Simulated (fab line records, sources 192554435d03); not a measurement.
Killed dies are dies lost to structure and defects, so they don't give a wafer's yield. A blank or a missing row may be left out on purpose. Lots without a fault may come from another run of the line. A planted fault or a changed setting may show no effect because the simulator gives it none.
Which tool did it? | flow n5_finfet | 11 lots, 33 wafers sampled, at 5 steps of a route of 1938

WHAT THE GAUGES READ, wafer by wafer
N5_BEOL_M4_RC_MEAS_101. Usual: DIBL_N 36.6 mV/V, standard deviation 1.3; DIBL_P 36.4 mV/V, standard deviation 1.4; IOFF_N 0.167 nA/um, standard deviation 0.023; IOFF_P 0.219 nA/um, standard deviation 0.029; ION_N 678 uA/um, standard deviation 8.7; ION_P 464 uA/um, standard deviation 6.4; SS_N 71.5 mV/dec, standard deviation 0.53; SS_P 73.4 mV/dec, standard deviation 0.57; VT_N 248.5 mV, standard deviation 2.8; VT_P -249 mV, standard deviation 3.1.
lot  | measured     | on        | DIBL_N (mV/V)  | DIBL_P (mV/V)  | IOFF_N (nA/um)    | IOFF_P (nA/um)    | ION_N (uA/um) | ION_P (uA/um) | SS_N (mV/dec)  | SS_P (mV/dec)  | VT_N (mV)         | VT_P (mV)      | flag
L440 | day 9 04:13  | prober-02 | 35.3 34.1 34.1 | 33.7 32.7 33.6 | 0.136 0.125 0.129 | 0.182 0.170 0.179 | 658 659 668   | 455 458 458   | 70.3 70.5 70.8 | 73.0 72.9 72.8 | 255.9 253.4 253.7 | -250 -250 -251 |
L441 | day 9 01:15  | prober-02 | 35.6 37.3 36.9 | 34.5 36.0 36.0 | 0.152 0.181 0.180 | 0.219 0.244 0.244 | 676 685 679   | 470 472 468   | 71.3 71.9 71.7 | 73.5 73.3 73.9 | 247.8 246.9 249.0 | -246 -247 -245 |
L442 | day 9 10:55  | prober-02 | 37.2 37.2 39.4 | 36.1 35.8 38.8 | 0.166 0.158 0.219 | 0.233 0.233 0.279 | 688 691 702   | 471 470 477   | 71.8 71.2 71.9 | 73.2 73.9 74.0 | 247.2 246.0 242.7 | -245 -245 -246 |
L443 | day 9 09:05  | prober-02 | 34.3 35.1 36.7 | 33.1 33.8 35.5 | 0.125 0.132 0.164 | 0.212 0.219 0.256 | 660 673 675   | 468 475 476   | 71.6 71.4 73.2 | 72.4 72.5 72.3 | 254.0 253.4 249.6 | -247 -249 -245 |
L447 | day 13 12:19 | prober-01 | 35.0 37.5 36.5 | 35.7 38.7 37.6 | 0.166 0.216 0.195 | 0.218 0.273 0.262 | 672 671 671   | 460 466 469   | 71.2 71.8 71.5 | 72.8 73.4 74.1 | 247.8 248.1 247.5 | -251 -248 -249 |
L449 | day 11 14:51 | prober-01 | 34.9 34.1 34.5 | 36.0 34.6 35.8 | 0.157 0.154 0.158 | 0.243 0.216 0.238 | 675 678 681   | 467 468 472   | 71.3 71.1 71.1 | 73.4 72.9 73.4 | 252.5 248.4 249.7 | -242 -246 -247 |
L451 | day 13 17:03 | prober-01 | 35.5 36.0 36.7 | 37.1 38.0 38.3 | 0.165 0.177 0.189 | 0.201 0.215 0.210 | 674 673 670   | 460 457 455   | 71.6 71.8 72.2 | 74.1 74.1 74.1 | 248.2 249.4 247.0 | -253 -253 -251 |
L460 | day 15 22:28 | prober-01 | 38.3 37.2 37.2 | 39.0 36.4 36.5 | 0.231 0.193 0.188 | 0.281 0.235 0.234 | 704 689 690   | 477 468 468   | 71.8 71.3 71.6 | 74.7 74.4 73.3 | 242.5 245.3 245.2 | -245 -249 -250 |
L461 | day 15 15:25 | prober-02 | 36.2 36.1 35.8 | 37.2 36.6 36.3 | 0.160 0.153 0.151 | 0.197 0.182 0.179 | 679 676 679   | 461 457 460   | 71.8 71.3 70.9 | 72.2 72.6 72.6 | 248.6 251.2 250.6 | -252 -250 -252 |

N5_MIM_TOP_LITHO_CD_MEAS_08: target cd 2000 nm. Usual: cd_nm 2000.5 nm, standard deviation 1.4.
lot  | measured     | on        | cd_nm (nm)           | flag
L440 | day 13 01:41 | cd_sem-02 | 1999.3 2001.3 1999.7 |
L441 | day 13 02:04 | cd_sem-02 | 2000.2 2001.9 2002.1 |
L442 | day 13 21:07 | cd_sem-01 | 2002.5 2001.8 2000.4 |
L443 | day 13 05:04 | cd_sem-01 | 2000.8 1999.9 2001.5 |
L447 | day 17 12:59 | cd_sem-01 | 2001.3 1999.4 2000.2 |
L449 | day 15 06:43 | cd_sem-03 | 1999.8 1998.8 2000.7 |
L451 | day 18 00:12 | cd_sem-01 | 1998.9 1999.8 1999.1 |
L460 | day 20 04:37 | cd_sem-02 | 1999.9 2001.7 2002.1 |
L461 | day 19 07:32 | cd_sem-02 | 2002.1 1998.8 2000.5 |

WHICH TOOL RAN EACH LOT (tool, then ch and the chambers of the sampled wafers, then the start)
lot  | N5_MOL_CONTACT_COAG_WET_ETCH_26     | N5_MIM_TOP_ALD_02                           | N5_MIM_TOP_DEGAS_04
L440 | wet_bench-05 ch 4,5,7, day 5 09:28  | ald_hk-02 ch 0,1,2, day 13 01:08 or earlier | pvd_sputter-01, day 13 01:08
L441 | wet_bench-05 ch 0,5,7, day 5 15:28  | ald_hk-03 ch 1,2, day 13 01:29 or earlier   | pvd_sputter-02, day 13 01:29
L442 | wet_bench-05 ch 1,4,7, day 5 23:04  | ald_hk-01 ch 0,1,2, day 13 20:34 or earlier | pvd_sputter-01, day 13 20:34
L443 | wet_bench-03 ch 0,1,6, day 6 06:38  | ald_hk-03 ch 0,2,3, day 13 04:38 or earlier | pvd_sputter-02, day 13 04:38
L447 | wet_bench-04 ch 0,2,6, day 7 05:37  | ald_hk-01 ch 0,2,3, day 17 12:33 or earlier | pvd_sputter-01, day 17 12:33
L449 | wet_bench-05 ch 0,5,6, day 7 16:10  | ald_hk-03 ch 0,1,2, day 15 06:10 or earlier | pvd_sputter-02, day 15 06:10
L451 | wet_bench-04 ch 2,4,5, day 8 07:14  | ald_hk-02 ch 0,2,3, day 17 23:46 or earlier | pvd_sputter-02, day 17 23:46
L454 | wet_bench-04 ch 2,3,4, day 9 00:45  | -                                           | -
L455 | wet_bench-05 ch 3,4,7, day 9 19:16  | -                                           | -
L460 | wet_bench-05 ch 1,3,4, day 10 20:26 | ald_hk-02 ch 0,2, day 20 04:11 or earlier   | pvd_sputter-01, day 20 04:11
L461 | wet_bench-04 ch 4,5,6, day 10 20:46 | ald_hk-02 ch 0,2, day 19 07:07 or earlier   | pvd_sputter-01, day 19 07:07
- N5_MOL_CONTACT_COAG_WET_ETCH_26: target Co, target depth 13 nm.
- N5_MIM_TOP_ALD_02: deposits Al2O3, purge time 3 s, co reactant pulse time 3 s.
- N5_MIM_TOP_DEGAS_04: time 60 s.

WHAT THE TOOLS THEMSELVES READ (means of the sampled wafers that have a number; where no wafer has one, the mark that the record gives instead)
N5_MIM_TOP_ALD_02. Usual: precursor_pulse_height_rel 1.001, standard deviation 0.02.
lot  | tool      | precursor_pulse_height_rel | flag
L440 | ald_hk-02 | 0.993                      |
L441 | ald_hk-03 | 1.000                      |
L442 | ald_hk-01 | 1.013                      |
L443 | ald_hk-03 | 0.990                      |
L447 | ald_hk-01 | 0.986                      |
L449 | ald_hk-03 | 0.992                      |
L451 | ald_hk-02 | 1.006                      |
L460 | ald_hk-02 | 0.975                      |
L461 | ald_hk-02 | 0.995                      |

N5_MIM_TOP_DEGAS_04. Usual: heater_power_w 494 W, standard deviation 49.
lot  | tool           | heater_power_w (W) | flag
L440 | pvd_sputter-01 | 499                |
L441 | pvd_sputter-02 | 538                |
L442 | pvd_sputter-01 | 488                |
L443 | pvd_sputter-02 | 527                |
L447 | pvd_sputter-01 | 488                |
L449 | pvd_sputter-02 | 521                |
L451 | pvd_sputter-02 | 514                |
L460 | pvd_sputter-01 | 497                |
L461 | pvd_sputter-01 | 467                |

THE ANSWER, worked out from the rows above alone
Rule: a lot is off if the mean of its wafers that have a number lies more than 3 standard deviations from the usual mean. A lot without any number at a reading at which 4 lots or more have one is off too. The other lots that the step has rows for count as sound. The gauges are gone through in route order, then the tools' own readings, and for those a lot's mean is taken as printed above. The first step at which some lot is off is used, and at that step the reading that is off furthest; a lot without a number counts as furthest.
No lot is off at any reading shown: from this, nothing can be told.

WHAT THE SIMULATOR HAD PUT IN
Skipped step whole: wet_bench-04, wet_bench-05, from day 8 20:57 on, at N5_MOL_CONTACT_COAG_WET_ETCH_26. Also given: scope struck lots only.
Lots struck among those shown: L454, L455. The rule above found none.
